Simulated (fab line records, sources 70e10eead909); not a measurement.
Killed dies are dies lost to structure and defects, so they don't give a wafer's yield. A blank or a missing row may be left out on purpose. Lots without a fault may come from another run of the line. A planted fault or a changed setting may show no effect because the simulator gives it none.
fab line records | flow nand_harc | part 1 of 2: steps 1 to 43 of 44
record lots=7 wafers=21 last_day=24
route steps=1159 shown P_GATE@170 END@1159
lots that met no fault: from a run of the same line without faults
start_h: hours from the record's first day to the start of the lot's first wafer shown | wait_h: hours since the lot's step before | " the same as in the row above | L1.1+2: a row that stands for several wafers | - no value, or no start given | * or withheld: withheld | < > ~ a bound
route shown NAME@n: a module of which the file shows steps, and the number in the route of the first | usual: mean/standard deviation of fault-free wafers | same: alike in all rows | chamber/n: place in a boat | sites: the reading at each site | _std_site: their standard deviation | _edge_site: outer sites' mean less inner sites' | radius_mm: how far each site lies from the wafer's centre | mask NAME#n: copy n | behind: the tool/chamber that last shaped the wafer | hold: why the lot was held/for how many hours/how that ended | device: the transistor (n, p or np) that didn't switch | end of line: the same wafers' tests at the end of the route | a step without rows: its recipe alone | killed: dies lost to structure and defects at the first sort, not the wafer's yield | map: a wafer's dies, x killed, . not, _ none there
set.NAME: the setting as run; set.NAME@STEP: as run at that earlier step | model.NAME: the simulator's own value behind a step, which no gauge read
lots at some steps of the route; a table a step, a row a wafer
services: from which hour (start_h, from the record's first day; less than 0 if before it) a tool's chamber was out of use, for how many hours, and why
## steps
# step NHARC_P_GATE_CD_MEAS_46
# recipe target_cd_nm=720 landing_energy_ev=500
# usual cd_nm=720.2/1.2
# columns lot.wafer tool chamber start_h wait_h cd_nm
L736.3 cd_sem-02 0 98.79 - 718.2
L736.4 " 0 " " 718.1
L736.6 " 0 " " 717.4
L737.2 cd_sem-01 0 117.74 - 720.1
L737.3 " 0 " " 720.1
L737.5 " 0 " " 721.1
L744.2 cd_sem-02 0 156.28 - 719.1
L744.4 " 0 " " 719.5
L744.6 " 0 " " 717.8
L745.1 cd_sem-03 0 156.91 - 719.8
L745.2 " 0 " " 721.0
L745.4 " 0 " " 719.1
L748.3 cd_sem-03 0 180.20 - 719.7
L748.5 " 0 " " 720.3
L748.6 " 0 " " 720.2
L754.1 cd_sem-03 0 217.05 - 718.3
L754.3 " 0 " " 720.5
L754.5 " 0 " " 718.6
L757.2 cd_sem-03 0 233.58 - 719.1
L757.5 " 0 " " 718.7
L757.6 " 0 " " 720.9
# step NHARC_P_GATE_HARDBAKE_47
# recipe temp_c=125 time_s=80
# step NHARC_P_GATE_DESCUM_48
# recipe time_s=3 o2_flow_sccm=200 ar_flow_sccm=0 bias_power_w=0 chemistry=O2
# usual drypump_motor_current_A=5.73/0.28 mfc_ar_sccm=0.006/0.009 oes_product_au=1.000/0.0073 rf_vpp_V=57.9/0.88 showerhead_plenum_p_Torr=1.94/0.09 throttle_valve_pct=11.312/0.0081
# same bias_power_w=0
# columns lot.wafer tool chamber start_h wait_h drypump_motor_current_A mfc_ar_sccm oes_product_au rf_hours_counter_h rf_vpp_V showerhead_plenum_p_Torr throttle_valve_pct
L736.4 rie_diel-01 1 98.95 - 5.94 0 0.995 22 58.1 2.02 11.315
L736.3 " 0 " " 6.18 0.016 0.991 23 56.7 1.97 11.301
L736.6 " 2 " " 5.72 0 0.988 - 58.1 2.02 11.313
L737.2 rie_diel-01 1 117.90 - 5.86 0 0.991 26 58.5 2.01 11.307
L737.3 " 2 " " 5.70 0 0.993 26 57.2 2.02 11.316
L737.5 " 2 " " 5.71 0 0.993 - 57.9 2.02 11.305
L744.4 rie_diel-01 0 156.44 - 6.18 0.016 1.002 2 58.5 1.96 11.306
L744.2 " 1 " " 5.87 0 0.996 2 57.2 2.01 11.312
L744.6 " 0 " " 6.18 0.016 1.009 - 58.5 1.96 11.307
L745.2 rie_diel-07 0 157.09 - 5.70 0.022 1.001 35 57.5 2.00 11.306
L745.1 " 2 " " 5.62 0.005 0.999 37 59.5 1.98 11.313
L745.4 " 2 " " 5.62 0.005 1.001 - 56.6 1.98 11.319
L748.3 rie_diel-02 0 180.37 - 5.84 0 0.992 8 55.0 1.86 11.322
L748.6 " 3 " " 6.09 0 0.998 - 58.9 1.99 11.316
L748.5 " 0 " " 5.84 0 0.997 - 58.2 1.86 11.300
L754.3 rie_diel-01 0 217.24 - 6.17 0.016 1.007 18 57.6 1.96 11.308
L754.1 " 1 " " 5.85 0 0.998 20 57.4 2.01 11.300
L754.5 " 0 " " 6.17 0.016 0.997 - 59.1 1.96 11.308
L757.2 rie_diel-01 0 233.75 - 6.18 0.016 1.004 19 59.2 1.96 11.299
L757.6 " 3 " " 5.70 0 1.007 - 56.3 1.77 11.322
L757.5 " 0 " " 6.16 0.016 1.002 - 57.9 1.96 11.312
# step NHARC_P_GATE_IMPLANT_49
# recipe energy_kev=30 dose_cm2=3e+15 tilt_deg=7
# step NHARC_P_GATE_STRIP_111
# recipe power_w=1500 temp_c=110 time_s=250 chemistry=N2/H2
# step NHARC_P_GATE_STRIP_75
# recipe power_w=1500 temp_c=250 chemistry=O2
# step NHARC_P_GATE_STRIP_50
# recipe time_s=900 temp_c=130 chemistry=SPM
# step NHARC_P_GATE_DEHYDRATE_51
# recipe temp_c=150 time_s=120
# step NHARC_P_GATE_HMDS_52
# recipe time_s=30
# step NHARC_P_GATE_COAT_53
# recipe spin_rpm=3000
# step NHARC_P_GATE_SOFTBAKE_54
# recipe temp_c=122 time_s=95
# step NHARC_P_GATE_EBR_55
# step NHARC_P_GATE_EXPOSE_56
# recipe na=0.6 target_cd_nm=720 dose_mj=14.81 mask_id=P_PSD
# usual exposure_dose_mJ_cm2=14.804/0.014 focus_offset_nm=-0.1/0.57
# columns lot.wafer tool chamber start_h wait_h mask exposure_dose_mJ_cm2 focus_offset_nm
L736.3 krf_scanner-02 0 100.83 - P_PSD#0 14.811 0.3
L736.4 " 0 " " P_PSD#0 14.801 0.3
L736.6 " 0 " " P_PSD#0 14.798 0.4
L737.2 krf_scanner-02 0 119.39 - P_PSD#0 14.802 -0.4
L737.3 " 0 " " P_PSD#0 14.812 -0.8
L737.5 " 0 " " P_PSD#0 14.809 -0.2
L744.2 krf_scanner-02 - 157.92 - P_PSD#0 - -
L744.4 " - " " P_PSD#0 - -
L744.6 " - " " P_PSD#0 - -
L745.1 krf_scanner-01 - 158.53 - P_PSD#0 - -
L745.2 " - " " P_PSD#0 - -
L745.4 " - " " P_PSD#0 - -
L748.3 krf_scanner-01 - 181.78 - P_PSD#0 - -
L748.5 " - " " P_PSD#0 - -
L748.6 " - " " P_PSD#0 - -
L754.1 krf_scanner-02 0 218.69 - P_PSD#0 14.813 -0.4
L754.3 " 0 " " P_PSD#0 14.797 0.2
L754.5 " 0 " " P_PSD#0 14.808 0.0
L757.2 krf_scanner-01 0 235.20 - P_PSD#0 14.820 0.4
L757.5 " 0 " " P_PSD#0 14.822 0.1
L757.6 " 0 " " P_PSD#0 14.825 -0.4
# step NHARC_P_GATE_PEB_57
# recipe peb_temp_c=118 peb_time_s=85
# step NHARC_P_GATE_DEVELOP_58
# recipe time_s=70
# step NHARC_P_GATE_CD_MEAS_59
# recipe target_cd_nm=720 landing_energy_ev=500
# usual cd_nm=719.9/1.3
# columns lot.wafer tool chamber start_h wait_h cd_nm
L736.3 cd_sem-02 0 100.98 - 718.2
L736.4 " 0 " " 718.2
L736.6 " 0 " " 717.7
L737.2 cd_sem-03 0 119.54 - 721.6
L737.3 " 0 " " 722.2
L737.5 " 0 " " 720.8
L744.2 cd_sem-01 0 158.08 - -
L744.4 " 0 " " -
L744.6 " 0 " " -
L745.1 cd_sem-03 0 158.69 - -
L745.2 " 0 " " -
L745.4 " 0 " " -
L748.3 cd_sem-03 0 181.93 - -
L748.5 " 0 " " -
L748.6 " 0 " " -
L754.1 cd_sem-02 0 218.85 - 721.8
L754.3 " 0 " " 720.2
L754.5 " 0 " " 719.8
L757.2 cd_sem-03 0 235.37 - 721.2
L757.5 " 0 " " 720.7
L757.6 " 0 " " 719.5
# step NHARC_P_GATE_HARDBAKE_60
# recipe temp_c=125 time_s=80
# step NHARC_P_GATE_DESCUM_61
# recipe time_s=3 o2_flow_sccm=200 ar_flow_sccm=0 bias_power_w=0 chemistry=O2
# usual drypump_motor_current_A=5.80/0.23 mfc_ar_sccm=0.004/0.0077 oes_product_au=1.001/0.0069 rf_vpp_V=57.8/0.92 showerhead_plenum_p_Torr=1.94/0.093 throttle_valve_pct=11.311/0.0098
# same bias_power_w=0
# columns lot.wafer tool chamber start_h wait_h drypump_motor_current_A mfc_ar_sccm oes_product_au rf_hours_counter_h rf_vpp_V showerhead_plenum_p_Torr throttle_valve_pct
L736.3 rie_diel-02 3 101.14 - 6.11 0 1.006 41 58.4 1.99 11.302
L736.4 " 1 " " 5.46 0.023 0.991 40 57.0 1.83 11.312
L736.6 " 2 " " 5.17 0 1.001 - 55.8 1.76 11.326
L737.3 rie_diel-01 3 119.71 - 5.70 0 1.000 27 57.0 1.78 11.316
L737.2 " 1 " " 5.87 0 0.989 27 57.8 2.01 11.308
L737.5 " 3 " " 5.68 0 1.008 - 57.8 1.78 11.305
L744.4 rie_diel-01 2 158.34 - 5.65 0 1.000 3 58.3 2.02 11.300
L744.2 " 3 " " 5.65 0 1.000 1 57.9 1.78 11.313
L744.6 " 2 " " 5.68 0 0.999 - 57.7 2.02 11.300
L745.1 rie_diel-01 2 158.85 - 5.70 0 0.994 3 58.1 2.02 11.297
L745.4 " 3 " " 5.68 0 0.993 1 56.0 1.78 11.309
L745.2 " 0 " " 6.17 0.016 1.010 3 58.9 1.96 11.303
L748.3 rie_diel-01 2 182.09 - 5.69 0 0.995 10 59.1 2.01 11.313
L748.6 " 2 " " 5.70 0 0.997 - 58.7 2.01 11.306
L748.5 " 3 " " 5.67 0 1.001 - 55.4 1.78 11.305
L754.1 rie_diel-01 0 219.01 - 6.17 0.016 1.013 18 57.3 1.96 11.308
L754.3 " 2 " " 5.71 0 1.006 20 58.3 2.01 11.319
L754.5 " 1 " " 5.90 0 1.007 - 60.0 2.01 11.316
L757.2 rie_diel-01 1 235.55 - 5.92 0 1.001 21 57.2 2.01 11.302
L757.5 " 3 " " 5.66 0 1.000 - 56.6 1.77 11.332
L757.6 " 2 " " 5.69 0 0.998 - 58.8 2.01 11.323
# step NHARC_P_GATE_IMPLANT_62
# recipe energy_kev=20 dose_cm2=3e+15 tilt_deg=7
# step NHARC_P_GATE_STRIP_112
# recipe power_w=1500 temp_c=110 time_s=200 chemistry=N2/H2
# step NHARC_P_GATE_STRIP_76
# recipe power_w=1500 temp_c=250 chemistry=O2
# usual drypump_motor_current_A=5.8/0.43 heater_power_w=299/23
# columns lot.wafer tool chamber start_h wait_h drypump_motor_current_A heater_power_w rf_hours_counter_h
L736.3 plasma_asher-02 1 101.79 0.2 6.1 328 -
L736.4 " 0 " " 5.8 288 -
L736.6 " 0 " " 5.8 286 -
L737.2 plasma_asher-02 1 120.34 0.2 6.1 322 38
L737.3 " 1 " " 6.1 327 -
L737.5 " 0 " " 5.8 282 -
L744.2 plasma_asher-02 1 158.97 0.2 6.1 334 50
L744.4 " 1 " " 6.1 326 -
L744.6 " 0 " " 5.8 288 -
L745.1 plasma_asher-02 0 159.78 0.2 5.8 290 51
L745.2 " 1 " " 6.1 335 51
L745.4 " 1 " " 6.1 336 -
L748.3 plasma_asher-01 1 182.76 0.1 5.1 300 -
L748.5 " 0 " " 6.2 271 -
L748.6 " 1 " " 5.1 290 -
L754.1 plasma_asher-01 1 219.65 0.2 5.1 299 39
L754.3 " 0 " " 6.2 277 -
L754.5 " 1 " " 5.2 303 -
L757.2 plasma_asher-01 0 236.20 0.2 6.2 280 45
L757.6 " 0 " " 6.3 277 -
L757.5 " 1 " " 5.1 299 -
# step NHARC_P_GATE_STRIP_63
# recipe time_s=900 temp_c=130 chemistry=SPM
# step NHARC_P_GATE_DEHYDRATE_83
# recipe temp_c=150 time_s=120
# step NHARC_P_GATE_HMDS_84
# recipe time_s=30
# step NHARC_P_GATE_COAT_85
# recipe spin_rpm=3000
# step NHARC_P_GATE_SOFTBAKE_86
# recipe temp_c=122 time_s=95
# step NHARC_P_GATE_EBR_87
# step NHARC_P_GATE_EXPOSE_88
# recipe na=0.6 target_cd_nm=2000 dose_mj=11.87 mask_id=P_HVN
# step NHARC_P_GATE_PEB_89
# recipe peb_temp_c=118 peb_time_s=85
# step NHARC_P_GATE_DEVELOP_90
# recipe time_s=70
# step NHARC_P_GATE_CD_MEAS_91
# recipe target_cd_nm=2000 landing_energy_ev=500
# usual cd_nm=1999.3/1.4
# columns lot.wafer tool chamber start_h wait_h cd_nm
L736.3 cd_sem-01 0 102.71 - 1997.6
L736.4 " 0 " " 1999.9
L736.6 " 0 " " 1999.8
L737.2 cd_sem-03 0 121.25 - 1997.1
L737.3 " 0 " " 1999.3
L737.5 " 0 " " 1999.3
L744.2 cd_sem-03 0 159.88 - 2000.5
L744.4 " 0 " " 2001.3
L744.6 " 0 " " 1998.9
L745.1 cd_sem-01 0 160.71 - 1999.1
L745.2 " 0 " " 1998.8
L745.4 " 0 " " 1998.7
L748.3 cd_sem-03 0 183.65 - 1998.8
L748.5 " 0 " " 1996.3
L748.6 " 0 " " 1998.6
L754.1 cd_sem-02 0 220.57 - 2001.2
L754.3 " 0 " " 2001.4
L754.5 " 0 " " 1998.8
L757.2 cd_sem-03 0 237.14 - 2000.0
L757.5 " 0 " " 2000.4
L757.6 " 0 " " 1999.3
# step NHARC_P_GATE_HARDBAKE_92
# recipe temp_c=125 time_s=80
# step NHARC_P_GATE_DESCUM_93
# recipe time_s=3 o2_flow_sccm=200 ar_flow_sccm=0 bias_power_w=0 chemistry=O2
# usual drypump_motor_current_A=5.74/0.25 mfc_ar_sccm=0.006/0.0085 oes_product_au=1.001/0.0079 rf_vpp_V=58.0/0.9 showerhead_plenum_p_Torr=1.95/0.085 throttle_valve_pct=11.310/0.0086
# same bias_power_w=0
# columns lot.wafer tool chamber start_h wait_h drypump_motor_current_A mfc_ar_sccm oes_product_au rf_hours_counter_h rf_vpp_V showerhead_plenum_p_Torr throttle_valve_pct
L736.4 rie_diel-01 3 102.88 - 5.64 0 0.996 23 57.5 1.78 11.310
L736.3 " 0 " " 6.16 0.016 0.989 23 58.6 1.97 11.316
L736.6 " 2 " " 5.74 0 0.989 - 58.4 2.02 11.303
L737.3 rie_diel-01 3 121.41 - 5.68 0 1.001 27 57.9 1.78 11.312
L737.2 " 2 " " 5.67 0 0.999 26 57.6 2.02 11.317
L737.5 " 3 " " 5.66 0 0.990 - 55.9 1.78 11.312
L744.2 rie_diel-02 0 160.09 - 5.82 0 0.989 0 57.2 1.86 11.313
L744.4 " 2 " " 5.15 0 1.001 0 59.6 2.08 11.309
L744.6 " 3 " " 6.09 0 0.996 - 57.3 1.99 11.317
L745.4 rie_diel-01 3 160.87 - 5.67 0 1.002 2 58.7 1.78 11.303
L745.2 " 0 " " 6.17 0.016 1.003 4 58.0 1.96 11.301
L745.1 " 2 " " 5.71 0 0.995 4 58.5 2.02 11.308
L748.3 rie_diel-01 2 183.80 - 5.73 0 0.999 10 57.1 2.01 11.316
L748.5 " 2 " " 5.73 0 1.000 - 57.3 2.01 11.325
L748.6 " 3 " " 5.66 0 1.015 - 57.2 1.78 11.313
L754.1 rie_diel-01 2 220.73 - 5.68 0 1.000 20 59.4 2.01 11.307
L754.3 " 0 " " 6.17 0.016 1.011 18 58.7 1.96 11.330
L754.5 " 2 " " 5.71 0 1.007 - 57.1 2.01 11.324
L757.2 rie_diel-07 1 237.38 - 5.58 0.018 0.999 0 58.3 1.94 11.314
L757.6 " 3 " " 5.47 0 1.009 - 58.6 1.93 11.325
L757.5 " 0 " " 5.69 0.022 1.011 - 58.3 1.99 11.307
# step NHARC_P_GATE_IMPLANT_94
# recipe energy_kev=60 dose_cm2=2e+15 tilt_deg=7
# step NHARC_P_GATE_STRIP_113
# recipe power_w=1500 temp_c=110 time_s=740 chemistry=N2/H2
# step NHARC_P_GATE_STRIP_95
# recipe power_w=1500 temp_c=250 chemistry=O2
# step NHARC_P_GATE_STRIP_96
# recipe time_s=900 temp_c=130 chemistry=SPM
# step NHARC_P_GATE_RTA_64
# recipe temp_c=1050 time_s=1
# usual lamp_power_pct=32/3.7 wafer_temp_C_max=1055.3/1.6
# columns lot.wafer tool chamber start_h wait_h lamp_power_pct wafer_temp_C_max
L736.3 rtp_anneal-01 0 105.42 - 30 1057.3
L736.4 " 0 " " 30 1056.5
L736.6 " 0 " " 30 1055.8
L737.2 rtp_anneal-01 0 123.17 - 30 1056.8
L737.3 " 0 " " 30 1060.4
L737.5 " 0 " " 30 1055.4
L744.2 rtp_anneal-01 0 161.75 - 30 1056.3
L744.4 " 0 " " 30 1057.1
L744.6 " 0 " " 30 1059.7
L745.1 rtp_anneal-01 0 162.61 - 30 1057.3
L745.2 " 0 " " 30 1056.3
L745.4 " 0 " " 30 1056.6
L748.3 rtp_anneal-02 0 185.53 - 37 1053.5
L748.5 " 0 " " 37 1053.9
L748.6 " 0 " " 37 1053.6
L754.1 rtp_anneal-01 0 222.38 - 30 1055.7
L754.3 " 0 " " 30 1056.0
L754.5 " 0 " " 30 1055.2
L757.2 rtp_anneal-02 0 239.09 - 38 1053.4
L757.5 " 0 " " 38 1053.5
L757.6 " 0 " " 37 1054.8
# step NHARC_P_GATE_ETCH_77
# recipe target_depth_a=60 chemistry=dHF material=SiO2
# step NHARC_P_GATE_DEGAS_109
# recipe temp_c=300 time_s=60
# step NHARC_P_GATE_PRE_CLEAN_110
# recipe time_s=30 bias_v=200 gas=Ar
# step NHARC_P_GATE_SPUTTER_78
# recipe target_thk_a=100 material=Ni
# step NHARC_P_GATE_INSPECT_68
# usual raw_defect_count=198/76
# columns lot.wafer tool chamber start_h wait_h raw_defect_count
L736.3 defect_inspect-01 - 106.62 0.1 236
L736.4 " - " " 173
L736.6 " - " " 190
L737.2 defect_inspect-02 - 124.40 0.1 473
L737.3 " - " " 293
L737.5 " - " " 412
L744.2 defect_inspect-02 - 162.97 0.1 1442
L744.4 " - " " 1433
L744.6 " - " " 1361
L745.1 defect_inspect-01 - 164.11 0.2 1156
L745.2 " - " " 1253
L745.4 " - " " 1266
L748.3 defect_inspect-02 - 186.73 0.1 1353
L748.5 " - " " 1186
L748.6 " - " " 1282
L754.1 defect_inspect-01 - 224.15 0.2 134
L754.3 " - " " 187
L754.5 " - " " 185
L757.2 defect_inspect-01 - 240.45 0.1 179
L757.5 " - " " 170
L757.6 " - " " 136
## key
first_sign step=NHARC_P_GATE_EXPOSE_56 reading=tool_record direction=missing
effect step=NHARC_P_GATE_CD_MEAS_59 reading=cd_nm direction=missing
effect step=NHARC_P_GATE_INSPECT_68 reading=raw_defect_count direction=up sigmas=14 usual=198 struck=1304
effect step=NHARC_END_SORT_01 reading=killed_at_periphery direction=up sigmas=99+ usual=3.8 struck=652.7
more_kills_born_at NHARC_P_GATE_EXPOSE_56@krf_scanner-01=3890 NHARC_P_GATE_EXPOSE_56@krf_scanner-02=1957
met_at NHARC_P_GATE_EXPOSE_56
struck_wafers L744.2,L744.4,L744.6,L745.1,L745.2,L745.4,L748.3,L748.5,L748.6
later_rows_left_out L744.2,L744.4,L744.6,L745.1,L745.2,L745.4,L748.3,L748.5,L748.6
tester_left_out L744,L745,L748
onset_between 119.39 157.92
fault kind=skipped_step_whole tool=krf_scanner-01,krf_scanner-02 chamber=- onset_h=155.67 steps=NHARC_P_GATE_EXPOSE_56 scope=struck_lots_only
# tester_left_out: of these lots the tester's yield and bins aren't shown, on N5 and GAA mostly nor the transistor test; their killed dies are dies lost to structure and defects alone, not to doping, threshold or leakage, so they don't give the yield
# later_rows_left_out: the simulator's readings of these wafers behind a module that went badly wrong aren't trusted and aren't shown, but for the sort
